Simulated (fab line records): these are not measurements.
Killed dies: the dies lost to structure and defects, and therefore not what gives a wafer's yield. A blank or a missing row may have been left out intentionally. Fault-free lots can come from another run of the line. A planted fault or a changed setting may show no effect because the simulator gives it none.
fab line records	flow n5_finfet
record lots=5	wafers=15	last_day=17
route steps=1938 shown BEOL_M9@1406 PASSIVATION@1936
lots with no fault: from the same line, run without faults
start_h: hours from the record's first day to the start of the lot's first wafer shown	wait_h: hours since the lot's step before	" identical to the entry in the row above	L1.1+2: a row that stands for several wafers	- either no value or no given start	* or withheld: withheld	< > ~ a bound
route shown NAME@n: names a module that has steps shown in the file, with the first one's number in the route	usual: the fault-free wafers' mean and standard deviation	same: alike in all rows	chamber/n: place in a boat	sites: the reading at each site	_std_site: their standard deviation	_edge_site: inner sites' mean taken away from outer sites' mean	radius_mm: for every site, how far away it sits from the centre of the wafer	mask NAME#n: copy n	behind: tool/chamber where the wafer was last shaped	hold: the reason the lot was held/the length of the hold in hours/how it ended	device: transistor that didn't switch, given as n, p or np	end of line: the route-end tests of the same wafers	a step without rows: its recipe alone	killed: dies that structure and defects cost at the first sort, which is not the same as the wafer's yield	map: a wafer's dies, x killed, . not, _ none there
set.NAME: the setting as run; set.NAME@STEP: as run at that earlier step	model.NAME: the simulator's own value behind a step, which no gauge read
certain route steps with their lots: each step a table, each wafer a row
services: from which hour (start_h, from the record's first day; less than 0 if before it) a tool's chamber was out of use, for how many hours, and why
## steps
# step N5_BEOL_M9_COAT_59
# recipe resist=SOC	temp_c=250	time_s=60	spin_rpm=1500	resist_thk_nm=100
# step N5_BEOL_M9_COAT_60
# recipe resist=SiARC	temp_c=220	time_s=60	spin_rpm=1500	resist_thk_nm=30
# step N5_BEOL_M9_COAT_05
# recipe resist=CAR-ArF	spin_rpm=1500	resist_thk_nm=90
# step N5_BEOL_M9_EBR_07
# recipe solvent=PGMEA	ebr_width_mm=1.5
# step N5_BEOL_M9_SOFTBAKE_06
# recipe temp_c=110	time_s=60	resist=CAR-ArF
# step N5_BEOL_M9_EXPOSE_08
# recipe mask_id=M9	na=1.35	source_shape=dipole	sigma_inner=0.411	sigma_outer=0.611	polarization=te	dose_mj=53.75
# step N5_BEOL_M9_PEB_09
# recipe peb_temp_c=withheld	peb_time_s=60	resist=CAR-ArF
# step N5_BEOL_M9_DEVELOP_10
# recipe develop_time_s=30	developer=TMAH	resist=CAR-ArF	rinse_liquid=diw	dry=air_spin	dev_temp_c=23
# step N5_BEOL_M9_CD_MEAS_11
# recipe target_cd_nm=64.1	landing_energy_ev=500	detector=se_inlens	polarity=opening
# usual cd_nm=64.2/0.69
lot.wafer	tool	chamber	start_h	wait_h	cd_nm
L582.1	cd_sem-03	0	228.66	-	65.4
L582.2	"	0	"	"	65.6
L582.6	"	0	"	"	64.7
L583.3	cd_sem-03	0	234.28	-	64.3
L583.5	"	0	"	"	64.3
L583.6	"	0	"	"	64.3
L590.2	cd_sem-01	0	275.98	-	64.3
L590.4	"	0	"	"	64.2
L590.6	"	0	"	"	63.6
L594.1	cd_sem-01	0	325.68	-	62.5
L594.2	"	0	"	"	63.5
L594.4	"	0	"	"	63.6
L597.2	cd_sem-02	0	337.34	-	64.5
L597.3	"	0	"	"	64.1
L597.5	"	0	"	"	63.8
# step N5_BEOL_M9_OVL_MEAS_12
# recipe points_per_wafer=44
# usual M9_OVL=-0.1/0.69
lot.wafer	tool	chamber	start_h	wait_h	M9_OVL[nm]
L582.1	overlay-02	0	228.69	0.0	-1.1
L582.2	"	0	"	"	-1.0
L582.6	"	0	"	"	-1.4
L583.3	overlay-02	0	234.31	0.0	0.0
L583.5	"	0	"	"	0.5
L583.6	"	0	"	"	0.9
L590.2	overlay-01	0	276.01	0.0	-0.2
L590.4	"	0	"	"	-1.3
L590.6	"	0	"	"	-0.7
L594.1	overlay-01	0	325.71	0.0	-0.3
L594.2	"	0	"	"	-0.9
L594.4	"	0	"	"	-0.3
L597.2	overlay-01	0	337.37	0.0	-0.3
L597.3	"	0	"	"	0.2
L597.5	"	0	"	"	-0.1
# step N5_BEOL_M9_INSPECT_13
# recipe mode=adi	inspect_instrument=brightfield
# usual raw_defect_count=408/75
lot.wafer	tool	chamber	start_h	wait_h	raw_defect_count
L582.1	defect_inspect-01	-	228.72	0.0	289
L582.2	"	-	"	"	228
L582.6	"	-	"	"	259
L583.3	defect_inspect-01	-	234.33	0.0	327
L583.5	"	-	"	"	397
L583.6	"	-	"	"	378
L590.2	defect_inspect-02	-	276.03	0.0	462
L590.4	"	-	"	"	489
L590.6	"	-	"	"	422
L594.1	defect_inspect-01	-	325.74	0.0	410
L594.2	"	-	"	"	400
L594.4	"	-	"	"	387
L597.2	defect_inspect-02	-	337.39	0.0	481
L597.3	"	-	"	"	523
L597.5	"	-	"	"	482
# step N5_BEOL_M9_DESCUM_16
# recipe chemistry=O2	time_s=7.9	source_power_w=50	bias_power_w=20	pressure_mtorr=20	rf_frequency_hz=2.712e+07	temp_c=40	resist=CAR-ArF	o2_flow_sccm=225
# usual drypump_motor_current_A=5.8/0.53	o2_flow_sccm=224.9/0.64	oes_product_au=0.77/0.093	rf_vpp_V=243.4/1.3	showerhead_plenum_p_Torr=2.11/0.071	throttle_valve_pct=20.3/0.31
lot.wafer	tool	chamber	start_h	wait_h	drypump_motor_current_A	o2_flow_sccm	oes_product_au	rf_hours_counter_h	rf_vpp_V	showerhead_plenum_p_Torr	throttle_valve_pct
L582.1	rie_diel-06	1	229.15	0.4	5.4	224.5	0.82	74	243.4	2.10	19.8
L582.2	"	3	"	"	5.2	225.0	0.72	183	241.1	2.01	20.5
L582.6	"	0	"	"	5.9	224.4	0.72	-	244.6	2.18	20.8
L583.3	rie_diel-04	0	234.37	0.0	5.3	225.3	0.74	169	243.8	2.15	20.3
L583.5	"	0	"	"	5.3	224.8	0.74	-	244.1	2.16	20.3
L583.6	"	1	"	"	6.3	224.5	0.70	-	243.8	2.14	20.0
L590.2	rie_diel-06	2	276.06	0.0	6.2	225.3	0.85	58	241.8	2.01	20.4
L590.4	"	0	"	"	5.9	224.3	0.71	223	243.9	2.18	20.8
L590.6	"	3	"	"	5.2	222.9	0.69	-	242.6	2.00	20.6
L594.1	rie_diel-02	3	325.77	0.0	6.4	227.3	0.69	233	241.6	2.03	20.2
L594.2	"	1	"	"	5.1	224.0	0.94	11	244.6	2.13	19.7
L594.4	"	0	"	"	6.4	225.1	0.89	51	243.8	2.14	20.2
L597.2	rie_diel-04	3	337.43	0.0	5.9	224.4	0.94	20	243.4	2.23	20.1
L597.3	"	2	"	"	4.9	225.9	0.69	246	244.5	2.15	20.5
L597.5	"	1	"	"	6.3	224.2	0.67	-	244.2	2.13	20.0
# step N5_BEOL_M9_ETCH_61
# recipe chemistry=CF4	target=SiARC	target_depth_a=390	mask_material=CAR-ArF	time_s=65	ion_energy_ev=80	pressure_mtorr=40	source_w=545	bias_w=36	Ar_flow_sccm=100	cf4_flow_sccm=100	ends=cleared
# usual drypump_motor_current_A=5.8/0.52	etch_rf_on_time_s=65.1/2.2	oes_product_au=0.65/0.082	rf_fwd_power_W=538.3/2.7	rf_vpp_V=184.2/1.2	showerhead_plenum_p_Torr=2.16/0.073	throttle_valve_pct=15.57/0.22
lot.wafer	tool	chamber	start_h	wait_h	drypump_motor_current_A	etch_rf_on_time_s	oes_product_au	rf_fwd_power_W	rf_hours_counter_h	rf_vpp_V	showerhead_plenum_p_Torr	throttle_valve_pct
L582.1	rie_diel-06	1	229.19	0.0	5.4	66.1	0.69	535.7	74	183.9	2.16	15.23
L582.2	"	3	"	"	5.2	63.6	0.61	539.5	183	182.1	2.03	15.55
L582.6	"	0	"	"	5.9	64.2	0.61	540.4	-	185.4	2.20	15.86
L583.3	rie_diel-04	0	234.40	0.0	5.3	66.9	0.62	535.3	169	184.4	2.21	15.65
L583.5	"	0	"	"	5.3	66.8	0.63	534.6	-	183.7	2.21	15.66
L583.6	"	1	"	"	6.2	66.1	0.60	539.6	-	184.3	2.22	15.51
L590.2	rie_diel-06	2	276.10	0.0	6.2	80.9	0.64	409.1	58	201.1	2.09	15.68
L590.4	"	0	"	"	5.9	65.9	0.59	539.1	223	185.0	2.20	15.88
L590.6	"	3	"	"	5.1	64.0	0.60	536.7	-	182.2	2.03	15.57
L594.1	rie_diel-02	3	325.81	0.0	6.5	69.0	0.56	535.2	233	183.2	2.12	15.79
L594.2	"	1	"	"	5.1	63.0	0.81	537.0	11	185.1	2.19	15.05
L594.4	"	0	"	"	6.4	60.9	0.77	539.7	51	184.3	2.18	15.34
L597.2	rie_diel-04	3	337.46	0.0	5.9	64.8	0.79	536.3	20	185.7	2.29	15.38
L597.3	"	2	"	"	4.9	65.0	0.60	539.0	246	185.4	2.20	15.76
L597.5	"	1	"	"	6.3	65.9	0.58	539.8	-	185.6	2.21	15.57
# step N5_BEOL_M9_ETCH_62
# recipe chemistry=N2/H2	target=SOC	target_depth_a=1100	overetch_a=220	mask_material=SiARC	temp_c=40	time_s=165	ion_energy_ev=200	pressure_mtorr=30	source_w=840	bias_w=150	n2_flow_sccm=200	h2_flow_sccm=200
# usual drypump_motor_current_A=5.8/0.53	oes_product_au=0.65/0.073	rf_fwd_power_W=837.3/2.9	rf_vpp_V=524.5/2.5	showerhead_plenum_p_Torr=2.57/0.086	throttle_valve_pct=17.7/0.33
lot.wafer	tool	chamber	start_h	wait_h	drypump_motor_current_A	oes_product_au	rf_fwd_power_W	rf_hours_counter_h	rf_vpp_V	showerhead_plenum_p_Torr	throttle_valve_pct
L582.1	rie_diel-06	1	229.24	0.0	5.4	0.69	832.2	74	525.7	2.55	17.2
L582.2	"	3	"	"	5.2	0.61	836.4	183	520.6	2.44	18.1
L582.6	"	0	"	"	5.9	0.60	834.2	-	525.0	2.64	18.1
L583.3	rie_diel-04	0	234.45	0.0	5.3	0.63	839.1	169	527.0	2.65	17.9
L583.5	"	0	"	"	5.3	0.63	838.4	-	526.6	2.65	17.9
L583.6	"	1	"	"	6.3	0.60	838.0	-	527.1	2.64	17.7
L590.2	rie_diel-06	2	276.15	0.0	6.2	0.72	840.4	58	522.0	2.46	17.8
L590.4	"	0	"	"	5.9	0.60	833.8	223	525.8	2.64	18.2
L590.6	"	3	"	"	5.2	0.60	838.4	-	519.5	2.43	18.1
L594.1	rie_diel-02	3	325.86	0.0	6.5	0.59	840.2	233	522.0	2.52	18.0
L594.2	"	1	"	"	5.1	0.79	837.1	11	524.2	2.60	17.1
L594.4	"	0	"	"	6.4	0.74	837.3	51	524.9	2.58	17.3
L597.2	rie_diel-04	3	337.51	0.0	5.9	0.77	841.6	20	529.6	2.70	17.4
L597.3	"	2	"	"	4.9	0.59	832.9	246	525.5	2.60	17.8
L597.5	"	1	"	"	6.3	0.59	832.7	-	523.5	2.63	17.8
# step N5_PASSIVATION_PROBE_49
# usual defect_limited_yield=91.5/1.3	killed_at_M0_to_M3=36/10	killed_at_M4_up=13/4.7	killed_at_contacts=13/6.7	killed_at_front_end=37/9.7	killed_at_other=2.6/2.3	killed_dies=101/15	killed_open=67/12	killed_short=32/6.7	sort_bin_5_function=5.0/0.89	sort_bin_6_memory=3.2/0.63	sort_n_pass=1079/16	sort_yield_pct=91.4/1.4
# same gross_dies=1180	killed_at_back_side=0	sort_bin_4_leakage[%]=0	sort_bin_8_speed[%]=0
lot.wafer	tool	chamber	start_h	wait_h	defect_limited_yield[%]	killed_at_M0_to_M3	killed_at_M4_up	killed_at_contacts	killed_at_front_end	killed_at_other	killed_dies	killed_open	killed_short	sort_bin_5_function[%]	sort_bin_6_memory[%]	sort_n_pass	sort_yield_pct[%]
L590.2	prober-02	-	349.44	0.1	89.7	48	16	23	34	0	121	82	37	6.0	3.8	1059	89.7
L590.4	prober-02	-	349.54	0.2	91.5	34	21	15	28	2	100	68	30	4.0	4.1	1080	91.5
L590.6	prober-02	-	349.64	0.3	90.0	34	22	17	44	1	118	71	31	5.5	3.1	1062	90.0
# killed by level:class
L590.2 MOL_CONTACT_COAG:geometric_particle:open=17 STI_FIN_REVEAL:geometric_particle:open=14 BEOL_M0_SAQP:geometric_particle:short=12 BEOL_M0_SAQP:geometric_particle:open=11 BEOL_M4:geometric_particle:open=8 BEOL_M3:geometric_particle:open=8 MOL_CONTACT_COAG:geometric_particle:short=6 STI_FIN_REVEAL:geometric_particle:short=4
L590.4 MOL_CONTACT_COAG:geometric_particle:open=10 BEOL_M0_SAQP:geometric_particle:short=9 BEOL_M3:geometric_particle:open=9 STI_FIN_REVEAL:geometric_particle:open=8 BEOL_M4:geometric_particle:open=8 BEOL_M2:geometric_particle:open=6 DUMMY_GATE:geometric_particle:open=5 MOL_CONTACT_COAG:geometric_particle:short=4
L590.6 BEOL_M4:geometric_particle:open=16 MOL_CONTACT_COAG:geometric_particle:open=14 HKMG_FIN:area_etch=10 STI_FIN_REVEAL:geometric_particle:open=8 BEOL_M2:geometric_particle:open=7 BEOL_M2:geometric_particle:short=6 BEOL_M1:geometric_particle:open=5 BEOL_M0_SAQP:geometric_particle:open=4
## services
tool	chamber	start_h	hours	kind
rie_diel-02	1	222.31	5.3	repair
rie_diel-04	3	237.79	-	clean
rie_diel-04	3	237.79	-	consumable_replace:focus_ring
rie_diel-04	3	237.79	-	consumable_replace:showerhead
rie_diel-04	3	237.79	23.2	scheduled_down
rie_diel-04	3	237.79	23.2	vent_cycle
rie_diel-02	1	267.30	-	clean
rie_diel-02	1	267.30	-	consumable_replace:esc
rie_diel-02	1	267.30	-	consumable_replace:focus_ring
rie_diel-02	1	267.30	22.7	scheduled_down
rie_diel-02	1	267.30	22.7	vent_cycle
## key
first_sign step=N5_BEOL_M9_ETCH_61	reading=rf_fwd_power_W	direction=down	sigmas=48	usual=*	struck=*
effect step=N5_BEOL_M9_ETCH_61	reading=rf_vpp_V	direction=up	sigmas=14	usual=184.2	struck=201.1
met_at N5_BEOL_M9_ETCH_61
struck_wafers L590.2
baseline_loss step=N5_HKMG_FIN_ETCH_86	wafers=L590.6
fault kind=process_parameter_drift	tool=rie_diel-06	chamber=2	onset_h=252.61	steps=N5_BEOL_M9_ETCH_61	channel=source_w	offset=-130.8	shape=step	end_h=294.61	acts_in=these_recipes_only	stated=545
# baseline_loss: these wafers lose ten dies or more at that step, a loss of the line's own and not of a fault; the sort's usual values leave them out
